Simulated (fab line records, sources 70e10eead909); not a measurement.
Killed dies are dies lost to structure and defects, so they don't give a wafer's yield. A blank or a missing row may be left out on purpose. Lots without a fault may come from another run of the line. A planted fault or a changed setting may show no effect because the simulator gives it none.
Which tool did it? | flow nand_harc | 11 lots, 33 wafers sampled, at 5 steps of a route of 1302

WHAT THE GAUGES READ, wafer by wafer
NHARC_END_SORT_01. Usual: killed_at_array 52, standard deviation 18; killed_at_other 0.6, standard deviation 0.83; killed_at_periphery 4.3, standard deviation 2.8; killed_dies 57, standard deviation 19; killed_open 3.4, standard deviation 2; killed_short 2.5, standard deviation 1.7.
lot  | measured     | on        | killed_at_array | killed_at_other | killed_at_periphery | killed_dies | killed_open | killed_short | flag
L603 | day 24 06:23 | prober-02 | 94 83 85        | 1 1 0           | 5 1 8               | 100 85 93   | 3 5 3       | 2 2 3        |
L604 | day 24 20:28 | prober-01 | 61 72 63        | 3 0 2           | 5 11 3              | 69 83 68    | 1 6 2       | 1 4 2        |
L614 | day 28 12:01 | prober-02 | 73 670 71       | 1 0 1           | 5 7 7               | 79 677 79   | 3 2 6       | 2 1 1        | OFF
L616 | day 29 16:13 | prober-02 | 29 18 26        | 1 0 0           | 3 1 1               | 33 19 27    | 5 1 3       | 4 2 0        |
L618 | day 31 02:07 | prober-02 | 32 42 33        | 0 1 1           | 3 6 3               | 35 49 37    | 2 5 4       | 2 3 1        |
L621 | day 31 12:07 | prober-01 | 63 72 70        | 0 1 0           | 9 9 5               | 72 82 75    | 8 4 4       | 2 0 0        |
L622 | day 33 05:52 | prober-01 | 50 64 54        | 1 2 1           | 4 4 1               | 55 70 56    | 2 6 3       | 4 1 2        |
L624 | day 32 21:17 | prober-01 | 46 42 49        | 2 0 0           | 3 10 6              | 51 52 55    | 1 2 3       | 5 2 2        |
L623 | day 33 01:43 | prober-02 | 49 43 44        | 1 0 0           | 8 4 9               | 58 47 53    | 8 2 5       | 1 1 1        |
L625 | day 33 12:03 | prober-02 | 35 25 39        | 0 0 0           | 8 3 4               | 43 28 43    | 3 0 2       | 2 1 2        |
L626 | day 34 22:08 | prober-01 | 45 44 53        | 0 0 2           | 2 1 3               | 47 45 58    | 2 6 3       | 2 1 4        |

WHICH TOOL RAN EACH LOT (tool, then ch and the chambers of the sampled wafers, then the start)
lot  | NHARC_A_STAIRCASE_ETCHBACK_157     | NHARC_A_SGD_CUT_ETCH_58            | NHARC_A_SGD_CUT_ETCH_15                       | NHARC_A_SGD_CUT_CMP_21
L603 | rie_diel-10 ch 0,2,3, day 19 03:50 | rie_diel-12 ch 1,2, day 19 05:46   | rie_diel-12 ch 0,1,3, day 19 11:34 or earlier | cmp-03 ch 0,1, day 19 11:34
L604 | rie_diel-01 ch 1,3, day 19 13:02   | rie_diel-13 ch 1,2, day 19 15:01   | rie_diel-13 ch 1,2,3, day 19 20:51 or earlier | cmp-04 ch 2,3, day 19 20:51
L614 | rie_diel-01 ch 1,2, day 23 08:11   | rie_diel-13 ch 0,1,3, day 23 10:01 | rie_diel-13 ch 1,2, day 23 15:44 or earlier   | cmp-03 ch 0,2,3, day 23 15:44
L616 | rie_diel-01 ch 2,3, day 24 01:18   | rie_diel-12 ch 0,1,2, day 24 03:15 | rie_diel-12 ch 0,1, day 24 12:12 or earlier   | cmp-03 ch 0,1,2, day 24 12:12
L618 | rie_diel-01 ch 0,1,2, day 25 01:36 | rie_diel-12 ch 1,3, day 25 03:34   | rie_diel-12 ch 1,2,3, day 25 12:36 or earlier | cmp-02 ch 0,2,3, day 25 12:36
L621 | rie_diel-08 ch 1,2,3, day 26 04:58 | rie_diel-09 ch 1,2,3, day 26 07:01 | rie_diel-09 ch 0,1,2, day 26 12:56 or earlier | cmp-04 ch 0,1,2, day 26 12:56
L622 | rie_diel-10 ch 1,2, day 27 05:56   | rie_diel-12 ch 0,1, day 27 07:53   | rie_diel-12 ch 1,2, day 27 13:52 or earlier   | cmp-02 ch 0,2,3, day 27 13:52
L624 | rie_diel-08 ch 0,1,2, day 27 06:06 | rie_diel-12 ch 0,1,2, day 27 08:12 | rie_diel-12 ch 0,1, day 27 13:47 or earlier   | cmp-03 ch 1,2, day 27 13:47
L623 | rie_diel-08 ch 1,2,3, day 27 06:20 | rie_diel-13 ch 2,3, day 27 08:26   | rie_diel-13 ch 1,2,3, day 27 13:50 or earlier | cmp-04 ch 0,2,3, day 27 13:50
L625 | rie_diel-01 ch 0,1,2, day 28 00:29 | rie_diel-13 ch 0,2,3, day 28 02:47 | rie_diel-13 ch 0,2,3, day 28 10:11 or earlier | cmp-04 ch 0,1,3, day 28 10:11
L626 | rie_diel-08 ch 0,2,3, day 29 00:58 | rie_diel-12 ch 0,1,2, day 29 02:55 | rie_diel-12 ch 0,1,3, day 29 11:41 or earlier | cmp-03 ch 0,1,2, day 29 11:41
- NHARC_A_STAIRCASE_ETCHBACK_157: etches the open film in CH3F/O2, target depth 90 nm, time 167.14 s.
- NHARC_A_SGD_CUT_ETCH_58: etches the open film in CF4, target depth 39 nm, time 65 s.
- NHARC_A_SGD_CUT_ETCH_15: etches the open film in CH3F/O2, target depth 75 nm, time 64.3 s.
- NHARC_A_SGD_CUT_CMP_21: polishes, target thk 148.19 nm.

WHAT THE TOOLS THEMSELVES READ (means of the sampled wafers that have a number; where no wafer has one, the mark that the record gives instead)
NHARC_A_STAIRCASE_ETCHBACK_157. Usual: drypump_motor_current_A 5.73 A, standard deviation 0.29; oes_product_au 0.97 a.u., standard deviation 0.035; rf_vpp_V 244.2 V, standard deviation 1.7; showerhead_plenum_p_Torr 2.45 Torr, standard deviation 0.11; throttle_valve_pct 20.664 %, standard deviation 0.01.
lot  | tool        | drypump_motor_current_A (A) | oes_product_au (a.u.) | rf_vpp_V (V) | showerhead_plenum_p_Torr (Torr) | throttle_valve_pct (%) | flag
L603 | rie_diel-10 | 5.68                        | 1.00                  | 244.6        | 2.45                            | 20.668                 |
L604 | rie_diel-01 | 5.81                        | 0.92                  | 243.6        | 2.38                            | 20.655                 |
L614 | rie_diel-01 | 6.11                        | 0.93                  | 243.0        | 2.35                            | 20.655                 |
L616 | rie_diel-01 | 5.81                        | 0.93                  | 242.6        | 2.34                            | 20.659                 |
L618 | rie_diel-01 | 5.91                        | 1.00                  | 242.5        | 2.37                            | 20.665                 |
L621 | rie_diel-08 | 5.73                        | 0.98                  | 243.8        | 2.43                            | 20.667                 |
L622 | rie_diel-10 | 5.47                        | 0.99                  | 245.5        | 2.57                            | 20.664                 |
L624 | rie_diel-08 | 5.71                        | 0.96                  | 244.8        | 2.52                            | 20.664                 |
L623 | rie_diel-08 | 5.76                        | 1.00                  | 244.6        | 2.43                            | 20.671                 |
L625 | rie_diel-01 | 5.90                        | 0.94                  | 243.5        | 2.36                            | 20.662                 |
L626 | rie_diel-08 | 5.83                        | 0.92                  | 244.3        | 2.44                            | 20.670                 |

NHARC_A_SGD_CUT_ETCH_58. Usual: drypump_motor_current_A 5.6 A, standard deviation 0.49; oes_product_au 1.000 a.u., standard deviation 0.012; rf_vpp_V 151.0 V, standard deviation 1.4; run_length_s 86.5 s, standard deviation 0.38; showerhead_plenum_p_Torr 1.75 Torr, standard deviation 0.083; throttle_valve_pct 13.283 %, standard deviation 0.0084.
lot  | tool        | drypump_motor_current_A (A) | oes_product_au (a.u.) | rf_vpp_V (V) | run_length_s (s) | showerhead_plenum_p_Torr (Torr) | throttle_valve_pct (%) | flag
L603 | rie_diel-12 | 5.4                         | 0.980                 | 152.9        | 86.8             | 1.86                            | 13.283                 |
L604 | rie_diel-13 | 5.7                         | 1.005                 | 151.0        | 86.9             | 1.75                            | 13.288                 |
L614 | rie_diel-13 | 5.9                         | 1.015                 | 150.6        | 74.4             | 1.71                            | 13.289                 | OFF
L616 | rie_diel-12 | 5.7                         | 0.999                 | 151.9        | 86.6             | 1.79                            | 13.288                 |
L618 | rie_diel-12 | 5.7                         | 0.985                 | 150.7        | 86.6             | 1.75                            | 13.275                 |
L621 | rie_diel-09 | 5.3                         | 1.006                 | 151.3        | 85.9             | 1.72                            | 13.285                 |
L622 | rie_diel-12 | 5.5                         | 1.001                 | 151.2        | 86.4             | 1.73                            | 13.279                 |
L624 | rie_diel-12 | 5.6                         | 0.992                 | 151.1        | 86.4             | 1.79                            | 13.283                 |
L623 | rie_diel-13 | 5.3                         | 0.995                 | 151.4        | 86.5             | 1.80                            | 13.280                 |
L625 | rie_diel-13 | 5.5                         | 0.997                 | 150.7        | 86.4             | 1.75                            | 13.282                 |
L626 | rie_diel-12 | 5.6                         | 0.993                 | 151.9        | 86.4             | 1.79                            | 13.275                 |

NHARC_A_SGD_CUT_ETCH_15. Usual: drypump_motor_current_A 5.6 A, standard deviation 0.5; oes_product_au 0.962 a.u., standard deviation 0.016; rf_vpp_V 263.4 V, standard deviation 2; run_length_s 85.8 s, standard deviation 0.39; showerhead_plenum_p_Torr 2.43 Torr, standard deviation 0.12; throttle_valve_pct 20.663 %, standard deviation 0.0095.
lot  | tool        | drypump_motor_current_A (A) | oes_product_au (a.u.) | rf_vpp_V (V) | run_length_s (s) | showerhead_plenum_p_Torr (Torr) | throttle_valve_pct (%) | flag
L603 | rie_diel-12 | 5.7                         | 0.968                 | 263.6        | 85.6             | 2.42                            | 20.660                 |
L604 | rie_diel-13 | 5.7                         | 0.956                 | 262.8        | 86.0             | 2.44                            | 20.662                 |
L614 | rie_diel-13 | 6.1                         | 0.984                 | 262.7        | 86.0             | 2.37                            | 20.669                 |
L616 | rie_diel-12 | 5.4                         | 0.943                 | 264.1        | 85.8             | 2.52                            | 20.664                 |
L618 | rie_diel-12 | 5.7                         | 0.945                 | 264.8        | 86.1             | 2.49                            | 20.666                 |
L621 | rie_diel-09 | 5.6                         | 0.953                 | 264.5        | 85.5             | 2.48                            | 20.665                 |
L622 | rie_diel-12 | 5.5                         | 0.952                 | 265.9        | 85.9             | 2.59                            | 20.664                 |
L624 | rie_diel-12 | 5.3                         | 0.940                 | 264.3        | 85.9             | 2.51                            | 20.656                 |
L623 | rie_diel-13 | 5.7                         | 0.972                 | 263.0        | 85.7             | 2.43                            | 20.668                 |
L625 | rie_diel-13 | 5.5                         | 0.926                 | 263.6        | 85.8             | 2.43                            | 20.664                 |
L626 | rie_diel-12 | 5.7                         | 0.962                 | 264.2        | 85.9             | 2.42                            | 20.665                 |

NHARC_A_SGD_CUT_CMP_21. Usual: motor_current_A 12.5 A, standard deviation 1; slurry_flow_ml_min 150.0, standard deviation 0.44; time_to_endpoint_s 50.8 s, standard deviation 2.6.
lot  | tool   | motor_current_A (A) | slurry_flow_ml_min | time_to_endpoint_s (s) | flag
L603 | cmp-03 | 13.0                | 150.0              | 51.8                   |
L604 | cmp-04 | 12.1                | 150.7              | 52.4                   |
L614 | cmp-03 | 12.5                | 150.1              | 50.8                   |
L616 | cmp-03 | 12.8                | 150.1              | 52.8                   |
L618 | cmp-02 | 12.9                | 149.8              | 55.0                   |
L621 | cmp-04 | 12.0                | 149.9              | 49.3                   |
L622 | cmp-02 | 13.1                | 150.1              | 51.6                   |
L624 | cmp-03 | 11.8                | 149.8              | 47.9                   |
L623 | cmp-04 | 11.4                | 150.3              | 48.3                   |
L625 | cmp-04 | 11.4                | 150.1              | 50.5                   |
L626 | cmp-03 | 12.7                | 150.2              | 52.7                   |

THE ANSWER, worked out from the rows above alone
Rule: a lot is off if the mean of its wafers that have a number lies more than 3 standard deviations from the usual mean. A lot without any number at a reading at which 4 lots or more have one is off too. The other lots that the step has rows for count as sound. The gauges are gone through in route order, then the tools' own readings, and for those a lot's mean is taken as printed above. The first step at which some lot is off is used, and at that step the reading that is off furthest; a lot without a number counts as furthest.
Off: L614, at NHARC_END_SORT_01 (killed_at_array).
A tool fits if, at a process step before that reading, it ran every lot that is off, and no sound lot after the first of them. The gauges at NHARC_END_SORT_01 aren't tried: what is off there is off at NHARC_A_SGD_CUT_ETCH_58 too, on other tools, and a gauge's error can't cause that. NHARC_A_SGD_CUT_ETCH_15 gives no start for some lots, so the hours and the order of its lots are those of NHARC_A_SGD_CUT_CMP_21. None of those tried fits.

WHAT THE SIMULATOR HAD PUT IN
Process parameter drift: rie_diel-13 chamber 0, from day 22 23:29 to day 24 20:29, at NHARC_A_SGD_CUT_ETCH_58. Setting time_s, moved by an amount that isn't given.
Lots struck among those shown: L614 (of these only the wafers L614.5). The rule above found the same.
